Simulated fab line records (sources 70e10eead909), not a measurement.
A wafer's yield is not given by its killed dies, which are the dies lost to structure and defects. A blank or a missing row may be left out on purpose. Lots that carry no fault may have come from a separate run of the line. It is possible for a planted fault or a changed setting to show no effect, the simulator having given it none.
Which tool was responsible? | flow nand harc | 12 lots, 36 wafers sampled, at 6 steps of a route of 1302

WHAT THE GAUGES READ, wafer by wafer
NHARC_P_ZERO_WELL_CD_MEAS_11: the cd target is 500 nm. Usual: cd nm 499.8 nm, standard deviation 1.5.
lot  | measured    | on        | cd nm (nm)        | flag
L962 | day 1 21:09 | cd sem-02 | 498.8 496.1 497.9 |
L964 | day 2 17:16 | cd sem-03 | 499.1 499.5 499.9 |
L965 | day 3 03:37 | cd sem-01 | 501.3 501.2 499.4 |
L966 | day 3 13:14 | cd sem-01 | 501.1 499.0 501.3 |
L967 | day 4 09:14 | cd sem-01 | 499.6 501.0 500.2 |
L968 | day 4 09:17 | cd sem-03 | 497.7 498.4 499.1 |
L970 | day 5 05:23 | cd sem-02 | 497.4 499.8 500.0 |
L971 | day 5 15:14 | cd sem-02 | 501.3 502.3 500.7 |
L974 | day 6 21:31 | cd sem-02 | 500.1 498.5 501.2 |
L975 | day 7 07:18 | cd sem-03 | 500.0 499.6 498.2 |
L980 | day 9 09:14 | cd sem-02 | 542.7 543.2 543.0 | OFF
L981 | day 9 19:14 | cd sem-02 | 545.0 542.2 544.1 | OFF

NHARC_END_SORT_01. Usual: killed at array 56, standard deviation 21; killed at other 1.2, standard deviation 1.6; killed at periphery 3.7, standard deviation 2.5; killed dies 61, standard deviation 21; killed open 3.1, standard deviation 1.8; killed short 2.8, standard deviation 1.7.
lot  | measured     | on        | killed at array | killed at other | killed at periphery | killed dies | killed open | killed short | flag
L980 | day 31 19:35 | prober-01 | 49 55 54        | 0 0 1           | 7 4 8               | 56 59 63    | 3 3 5       | 5 1 4        |

WHAT TOOL EACH LOT RAN ON (gives the tool, then ch and the chambers of the sampled wafers, and finally the start)
lot  | NHARC_P_ZERO_WELL_SOFTBAKE_06    | NHARC_P_ZERO_WELL_ETCH_65         | NHARC_P_ZERO_WELL_DESCUM_39       | NHARC_P_GATE_HM_DEP_102
L962 | litho track-03 ch 0, day 1 20:00 | rie diel-07 ch 0,1,2, day 1 21:23 | rie diel-13 ch 0,2, day 2 00:03   | acl dep-03 ch 0, day 5 07:32
L964 | litho track-05 ch 0, day 2 16:00 | rie diel-07 ch 0,2,3, day 2 17:30 | rie diel-05 ch 0,1, day 2 20:24   | acl dep-03 ch 0, day 5 19:01
L965 | litho track-03 ch 0, day 3 03:00 | rie diel-13 ch 0,1,3, day 3 03:52 | rie diel-13 ch 0,1,2, day 3 06:38 | acl dep-01 ch 0, day 5 23:50
L966 | litho track-03 ch 0, day 3 12:00 | rie diel-07 ch 0,2,3, day 3 13:29 | rie diel-07 ch 0,2, day 3 16:38   | acl dep-03 ch 0, day 6 14:38
L967 | litho track-03 ch 0, day 3 22:00 | rie diel-05 ch 0,3, day 4 09:29   | rie diel-05 ch 1,3, day 4 12:24   | acl dep-02 ch 0, day 7 09:33
L968 | litho track-02 ch 0, day 4 08:00 | rie diel-13 ch 1,2,3, day 4 09:40 | rie diel-13 ch 1,2, day 4 12:34   | acl dep-03 ch 0, day 7 09:46
L970 | litho track-02 ch 0, day 5 04:00 | rie diel-13 ch 1,2,3, day 5 05:40 | rie diel-05 ch 1,2,3, day 5 08:21 | acl dep-01 ch 0, day 8 04:29
L971 | litho track-03 ch 0, day 5 14:00 | rie diel-13 ch 0,2, day 5 15:29   | rie diel-05 ch 1,2,3, day 5 18:24 | acl dep-02 ch 0, day 8 16:31
L974 | litho track-02 ch 0, day 6 21:00 | rie diel-05 ch 0,1,2, day 6 21:45 | rie diel-05 ch 0,2, day 7 00:41   | acl dep-02 ch 0, day 9 21:58
L975 | litho track-02 ch 0, day 7 06:00 | rie diel-07 ch 2,3, day 7 08:33   | rie diel-07 ch 0,1,3, day 7 11:23 | acl dep-02 ch 0, day 10 21:55
L980 | litho track-05 ch 0, day 9 08:00 | rie diel-13 ch 0,3, day 9 09:31   | rie diel-05 ch 1,2,3, day 9 12:19 | acl dep-01 ch 0, day 12 11:11
L981 | litho track-05 ch 0, day 9 18:00 | rie diel-07 ch 0,1,3, day 9 19:29 | rie diel-05 ch 0,1,3, day 9 22:14 | acl dep-02 ch 0, day 12 21:22
- NHARC_P_ZERO_WELL_SOFTBAKE_06: time 70 s.
- NHARC_P_ZERO_WELL_ETCH_65: etches the open film in N2/H2, target depth 80 nm, overetch 24 nm, time 87.88 s.
- NHARC_P_ZERO_WELL_DESCUM_39: chemistry O2, time 3 s.
- NHARC_P_GATE_HM_DEP_102: deposits aC, target thk 120 nm.

WHAT THE TOOLS THEMSELVES READ (means of the sampled wafers that have a number; where no wafer has one, the mark that the record gives instead)
NHARC_P_ZERO_WELL_SOFTBAKE_06. Usual: heater power total W 200.7 W, standard deviation 1.2; plate temp C 125.03 C, standard deviation 0.13; resist line temp C 22.98 C, standard deviation 0.12.
lot  | tool           | heater power total W (W) | plate temp C (C) | resist line temp C (C) | flag
L962 | litho track-03 | 200.3                    | 125.00           | 23.00                  |
L964 | litho track-05 | 200.9                    | 125.17           | 22.98                  |
L965 | litho track-03 | 200.4                    | 125.13           | 23.08                  |
L966 | litho track-03 | 200.0                    | 125.07           | 22.87                  |
L967 | litho track-03 | 202.0                    | 124.97           | 22.99                  |
L968 | litho track-02 | 202.2                    | 125.07           | 23.20                  |
L970 | litho track-02 | 202.5                    | 124.87           | 23.16                  |
L971 | litho track-03 | 201.2                    | 125.27           | 23.02                  |
L974 | litho track-02 | 201.4                    | 125.00           | 22.82                  |
L975 | litho track-02 | 199.7                    | 125.02           | 22.94                  |
L980 | litho track-05 | 234.5                    | 124.97           | 22.98                  | OFF
L981 | litho track-05 | 233.9                    | 124.89           | 22.96                  | OFF

NHARC_P_ZERO_WELL_ETCH_65. Usual: drypump motor current A 5.9 A, standard deviation 0.33; oes product au 1.001 a.u., standard deviation 0.0073; rf fwd power W 397.3 W, standard deviation 1.3; rf vpp V 430 V, standard deviation 3.1; showerhead plenum p Torr 2.03 Torr, standard deviation 0.11; throttle valve pct 14.172 %, standard deviation 0.0086.
lot  | tool        | drypump motor current A (A) | oes product au (a.u.) | rf fwd power W (W) | rf vpp V (V) | showerhead plenum p Torr (Torr) | throttle valve pct (%) | flag
L962 | rie diel-07 | 5.9                         | 1.005                 | 397.3              | 428          | 1.97                            | 14.172                 |
L964 | rie diel-07 | 6.0                         | 1.001                 | 396.8              | 431          | 2.06                            | 14.165                 |
L965 | rie diel-13 | 6.3                         | 0.996                 | 397.9              | 431          | 2.04                            | 14.169                 |
L966 | rie diel-07 | 6.0                         | 0.997                 | 395.9              | 431          | 2.05                            | 14.170                 |
L967 | rie diel-05 | 5.7                         | 0.997                 | 397.8              | 432          | 2.08                            | 14.164                 |
L968 | rie diel-13 | 6.3                         | 1.009                 | 397.2              | 430          | 2.01                            | 14.173                 |
L970 | rie diel-13 | 6.3                         | 0.995                 | 398.5              | 429          | 2.01                            | 14.178                 |
L971 | rie diel-13 | 6.4                         | 1.008                 | 397.7              | 429          | 1.95                            | 14.171                 |
L974 | rie diel-05 | 5.7                         | 1.001                 | 397.4              | 434          | 2.16                            | 14.169                 |
L975 | rie diel-07 | 6.1                         | 0.991                 | 397.3              | 434          | 2.15                            | 14.173                 |
L980 | rie diel-13 | 6.3                         | 1.003                 | 397.0              | 428          | 1.96                            | 14.172                 |
L981 | rie diel-07 | 6.0                         | 0.997                 | 397.0              | 430          | 2.01                            | 14.183                 |

NHARC_P_ZERO_WELL_DESCUM_39. Usual: drypump motor current A 5.9 A, standard deviation 0.4; oes product au 0.998 a.u., standard deviation 0.0077; rf vpp V 57.9 V, standard deviation 0.88; showerhead plenum p Torr 1.94 Torr, standard deviation 0.099; throttle valve pct 11.312 %, standard deviation 0.01.
lot  | tool        | drypump motor current A (A) | oes product au (a.u.) | rf vpp V (V) | showerhead plenum p Torr (Torr) | throttle valve pct (%) | flag
L962 | rie diel-13 | 6.4                         | 1.003                 | 57.2         | 1.84                            | 11.304                 |
L964 | rie diel-05 | 6.0                         | 1.002                 | 57.6         | 2.03                            | 11.305                 |
L965 | rie diel-13 | 6.4                         | 1.004                 | 57.2         | 1.89                            | 11.309                 |
L966 | rie diel-07 | 6.0                         | 1.001                 | 57.7         | 1.88                            | 11.305                 |
L967 | rie diel-05 | 5.5                         | 1.001                 | 58.1         | 2.01                            | 11.311                 |
L968 | rie diel-13 | 6.3                         | 0.989                 | 57.4         | 1.87                            | 11.308                 |
L970 | rie diel-05 | 5.4                         | 0.993                 | 58.1         | 1.99                            | 11.309                 |
L971 | rie diel-05 | 5.4                         | 0.995                 | 57.8         | 1.99                            | 11.303                 |
L974 | rie diel-05 | 5.6                         | 1.001                 | 58.0         | 2.01                            | 11.310                 |
L975 | rie diel-07 | 6.0                         | 0.993                 | 57.5         | 1.89                            | 11.321                 |
L980 | rie diel-05 | 5.4                         | 0.990                 | 58.2         | 1.98                            | 11.319                 |
L981 | rie diel-05 | 5.7                         | 1.008                 | 58.3         | 1.98                            | 11.324                 |

NHARC_P_GATE_HM_DEP_102. Usual: throttle valve pct 35.001 %, standard deviation 0.0096.
lot  | tool       | throttle valve pct (%) | flag
L962 | acl dep-03 | 35.011                 |
L964 | acl dep-03 | 34.995                 |
L965 | acl dep-01 | 34.990                 |
L966 | acl dep-03 | 34.995                 |
L967 | acl dep-02 | 35.006                 |
L968 | acl dep-03 | 34.995                 |
L970 | acl dep-01 | 35.010                 |
L971 | acl dep-02 | 35.001                 |
L974 | acl dep-02 | 34.994                 |
L975 | acl dep-02 | 34.994                 |
L980 | acl dep-01 | 34.996                 |
L981 | acl dep-02 | 35.005                 |

THE ANSWER, worked out from the rows above alone
Rule: a lot counts as off when the mean over its wafers that have a number is more than 3 standard deviations away from the usual mean. Also off: a lot with no number at a reading for which 4 or more lots have one. All remaining lots with rows at the step are treated as sound. First the gauges in route order, then the tools' own readings, where a lot's mean is used as printed above. At the first step where some lot is off, the reading lying furthest off is the one used; lots without a number count as furthest.
Off: L980, L981, at NHARC_P_ZERO_WELL_CD_MEAS_11 (cd nm).
If a tool, at a process step before that reading, ran all the lots that are off and no sound lot after the first of them, it fits. The gauges at NHARC_P_ZERO_WELL_CD_MEAS_11 aren't tried: what is off there is off at NHARC_P_ZERO_WELL_SOFTBAKE_06 too, on other tools, and a gauge's error can't cause that. One candidate fits, namely litho track-05 at NHARC_P_ZERO_WELL_SOFTBAKE_06. A fault onset in the window from L964 (day 2 16:00, its last sound lot) to L980 (day 9 08:00, its first lot off) fits.
On the lots that are off, the tool's own readings at NHARC_P_ZERO_WELL_SOFTBAKE_06 differ by more than 5 times the standard deviation of the sound lots' means, which bears it out; heater power total W reads 234.2 W there versus 201.1 W on the sound lots.

WHAT THE SIMULATOR HAD INSERTED
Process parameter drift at NHARC_P_ZERO_WELL_SOFTBAKE_06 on litho track-05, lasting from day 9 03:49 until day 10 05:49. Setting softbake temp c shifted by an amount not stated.
Shown lots that were struck: L980, L981. The rule given above showed the same thing.
